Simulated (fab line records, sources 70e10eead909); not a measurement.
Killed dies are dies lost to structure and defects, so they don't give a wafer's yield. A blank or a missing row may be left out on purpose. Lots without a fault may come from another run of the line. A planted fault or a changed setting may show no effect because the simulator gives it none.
Which tool did it? | flow nand_harc | 14 lots, 41 wafers sampled, at 5 steps of a route of 1302

WHAT THE GAUGES READ, wafer by wafer
NHARC_A_BONDPAD_INSPECT_23. Usual: raw_defect_count 503, standard deviation 110.
lot  | measured     | on                | raw_defect_count | flag
L468 | day 23 21:50 | defect_inspect-01 | 481 638 606      |
L469 | day 24 21:48 | defect_inspect-02 | 483 403 541      |
L470 | day 24 23:39 | defect_inspect-01 | 485 547 466      |
L471 | day 25 21:08 | defect_inspect-02 | 428 449 413      |
L472 | day 26 03:38 | defect_inspect-01 | 496 575 502      |
L476 | day 27 07:43 | defect_inspect-02 | 454 499          |
L475 | day 27 13:10 | defect_inspect-02 | 498 662          |
L478 | day 28 04:53 | defect_inspect-01 | 427 451 425      |
L483 | day 30 03:21 | defect_inspect-02 | 606 658 648      |
L484 | day 30 23:14 | defect_inspect-01 | 498 330 459      |
L487 | day 32 06:17 | defect_inspect-01 | 346 480 473      |
L486 | day 32 08:07 | defect_inspect-01 | 1074 564 826     |
L489 | day 33 03:06 | defect_inspect-01 | 406 473 435      |
L488 | day 33 04:08 | defect_inspect-01 | 510 399 400      |

NHARC_END_SORT_01. Usual: killed_at_array 52, standard deviation 20; killed_at_other 1.0, standard deviation 1.3; killed_at_periphery 3.7, standard deviation 2.2; killed_dies 57, standard deviation 20; killed_open 3.2, standard deviation 1.6; killed_short 2.4, standard deviation 1.6.
lot  | measured     | on        | killed_at_array | killed_at_other | killed_at_periphery | killed_dies | killed_open | killed_short | flag
L475 | day 28 17:42 | prober-01 | 90 72 483       | 0 2 3           | 1 4 2               | 91 78 488   | 5 3 1       | 4 5 4        | OFF
L478 | day 29 10:06 | prober-02 | 31 356 29       | 1 0 1           | 5 2 3               | 37 358 33   | 3 9 5       | 2 0 0        | OFF

WHICH TOOL RAN EACH LOT (tool, then ch and the chambers of the sampled wafers, then the start)
lot  | NHARC_A_WL_FILL_CVD_03        | NHARC_THIN_TSV_CMP_01         | NHARC_THIN_TSV_STRIP_62
L468 | cvd_w-01 ch 0,1, day 21 00:09 | cmp-04 ch 0,1,3, day 24 10:00 | plasma_asher-02 ch 0,1, day 24 13:54
L469 | cvd_w-01 ch 0,1, day 22 01:38 | cmp-04 ch 1,3, day 25 20:44   | plasma_asher-01 ch 0,1, day 26 00:34
L470 | cvd_w-01 ch 0,1, day 22 07:22 | cmp-04 ch 0,2, day 25 19:31   | plasma_asher-01 ch 0,1, day 25 23:29
L471 | cvd_w-01 ch 0,1, day 23 01:20 | cmp-01 ch 1,2,3, day 26 08:07 | plasma_asher-01 ch 0,1, day 26 11:59
L472 | cvd_w-01 ch 0, day 23 07:50   | cmp-04 ch 2,3, day 26 14:26   | plasma_asher-02 ch 1, day 26 18:30
L476 | cvd_w-01 ch 1, day 24 08:03   | cmp-04 ch 0,1, day 27 18:29   | plasma_asher-02 ch 0, day 27 22:14
L475 | cvd_w-01 ch 0, day 24 19:58   | cmp-01 ch 2,3, day 28 00:22   | plasma_asher-02 ch 0,1, day 28 04:23
L478 | cvd_w-01 ch 0,1, day 25 10:01 | cmp-01 ch 0,1,2, day 28 16:44 | plasma_asher-02 ch 0,1, day 28 20:32
L483 | cvd_w-02 ch 1, day 27 03:34   | cmp-04 ch 1,3, day 30 14:01   | plasma_asher-01 ch 0,1, day 30 17:51
L484 | cvd_w-02 ch 0,1, day 28 01:01 | cmp-04 ch 1,2, day 31 10:16   | plasma_asher-01 ch 0,1, day 31 14:34
L487 | cvd_w-01 ch 0,1, day 29 09:17 | cmp-02 ch 0,2,3, day 32 17:17 | plasma_asher-01 ch 0,1, day 32 21:08
L486 | cvd_w-01 ch 1, day 29 13:58   | cmp-04 ch 0,1,2, day 32 18:24 | plasma_asher-02 ch 0,1, day 32 22:22
L489 | cvd_w-02 ch 0,1, day 30 03:55 | cmp-04 ch 0,3, day 33 14:37   | plasma_asher-01 ch 0,1, day 33 18:48
L488 | cvd_w-02 ch 0,1, day 30 08:31 | cmp-04 ch 0,2,3, day 33 15:50 | plasma_asher-01 ch 1, day 33 19:46
- NHARC_A_WL_FILL_CVD_03: deposits W, target thk 40 nm, time 279 s.
- NHARC_THIN_TSV_CMP_01: polishes.
- NHARC_THIN_TSV_STRIP_62: strips in N2/H2, time 20 s.

WHAT THE TOOLS THEMSELVES READ (means of the sampled wafers that have a number; where no wafer has one, the mark that the record gives instead)
NHARC_A_WL_FILL_CVD_03. Usual: heater_power_w 501 W, standard deviation 41; throttle_valve_pct 8.0 %, standard deviation 0.35.
lot  | tool     | heater_power_w (W) | throttle_valve_pct (%) | flag
L468 | cvd_w-01 | 540                | 7.7                    |
L469 | cvd_w-01 | 498                | 7.6                    |
L470 | cvd_w-01 | 506                | 7.7                    |
L471 | cvd_w-01 | 507                | 7.8                    |
L472 | cvd_w-01 | 554                | 7.8                    |
L476 | cvd_w-01 | 466                | 7.5                    |
L475 | cvd_w-01 | 555                | 7.9                    |
L478 | cvd_w-01 | 489                | 7.7                    |
L483 | cvd_w-02 | 456                | 8.5                    |
L484 | cvd_w-02 | 472                | 8.0                    |
L487 | cvd_w-01 | 501                | 7.6                    |
L486 | cvd_w-01 | 468                | 7.7                    |
L489 | cvd_w-02 | 487                | 8.3                    |
L488 | cvd_w-02 | 480                | 8.2                    |

NHARC_THIN_TSV_CMP_01. Usual: motor_current_A 12.3 A, standard deviation 0.64.
lot  | tool   | motor_current_A (A) | flag
L468 | cmp-04 | 12.5                |
L469 | cmp-04 | 12.4                |
L470 | cmp-04 | 12.4                |
L471 | cmp-01 | 12.1                |
L472 | cmp-04 | 12.2                |
L476 | cmp-04 | 11.9                |
L475 | cmp-01 | 12.2                |
L478 | cmp-01 | 12.6                |
L483 | cmp-04 | 13.0                |
L484 | cmp-04 | 12.4                |
L487 | cmp-02 | 12.0                |
L486 | cmp-04 | 12.1                |
L489 | cmp-04 | 12.3                |
L488 | cmp-04 | 12.3                |

NHARC_THIN_TSV_STRIP_62. Usual: drypump_motor_current_A 6.07 A, standard deviation 0.22; heater_power_w 295 W, standard deviation 21; rf_refl_power_W 15 W, standard deviation 6.
lot  | tool            | drypump_motor_current_A (A) | heater_power_w (W) | rf_refl_power_W (W) | flag
L468 | plasma_asher-02 | 6.14                        | 294                | 17                  |
L469 | plasma_asher-01 | 6.14                        | 293                | 11                  |
L470 | plasma_asher-01 | 6.07                        | 316                | 11                  |
L471 | plasma_asher-01 | 6.12                        | 298                | 11                  |
L472 | plasma_asher-02 | 5.76                        | 283                | 25                  |
L476 | plasma_asher-02 | 6.34                        | 290                | 13                  |
L475 | plasma_asher-02 | 6.06                        | 279                | -                   | OFF
L478 | plasma_asher-02 | 6.13                        | 282                | -                   | OFF
L483 | plasma_asher-01 | 6.08                        | 322                | -                   | OFF
L484 | plasma_asher-01 | 6.11                        | 300                | 11                  |
L487 | plasma_asher-01 | 6.14                        | 296                | 12                  |
L486 | plasma_asher-02 | 6.15                        | 286                | 18                  |
L489 | plasma_asher-01 | 6.12                        | 301                | 11                  |
L488 | plasma_asher-01 | 6.16                        | 283                | -                   | OFF

THE ANSWER, worked out from the rows above alone
Rule: a lot is off if the mean of its wafers that have a number lies more than 3 standard deviations from the usual mean. A lot without any number at a reading at which 4 lots or more have one is off too. The other lots that the step has rows for count as sound. The gauges are gone through in route order, then the tools' own readings, and for those a lot's mean is taken as printed above. The first step at which some lot is off is used, and at that step the reading that is off furthest; a lot without a number counts as furthest.
Off: L475, L478, at NHARC_END_SORT_01 (killed_at_array). Neither off nor sound, because the step has no rows for them: L468, L469, L470, L471, L472, L476, L483, L484, L487, L486, L489, L488.
A tool fits if, at a process step before that reading, it ran every lot that is off, and no sound lot after the first of them. The gauges at NHARC_END_SORT_01 aren't tried: what is off there is off at NHARC_THIN_TSV_STRIP_62 too, on other tools, and a gauge's error can't cause that. Can't be told from this: 3 tools fit, cvd_w-01 at NHARC_A_WL_FILL_CVD_03, cmp-01 at NHARC_THIN_TSV_CMP_01, plasma_asher-02 at NHARC_THIN_TSV_STRIP_62.

WHAT THE SIMULATOR HAD PUT IN
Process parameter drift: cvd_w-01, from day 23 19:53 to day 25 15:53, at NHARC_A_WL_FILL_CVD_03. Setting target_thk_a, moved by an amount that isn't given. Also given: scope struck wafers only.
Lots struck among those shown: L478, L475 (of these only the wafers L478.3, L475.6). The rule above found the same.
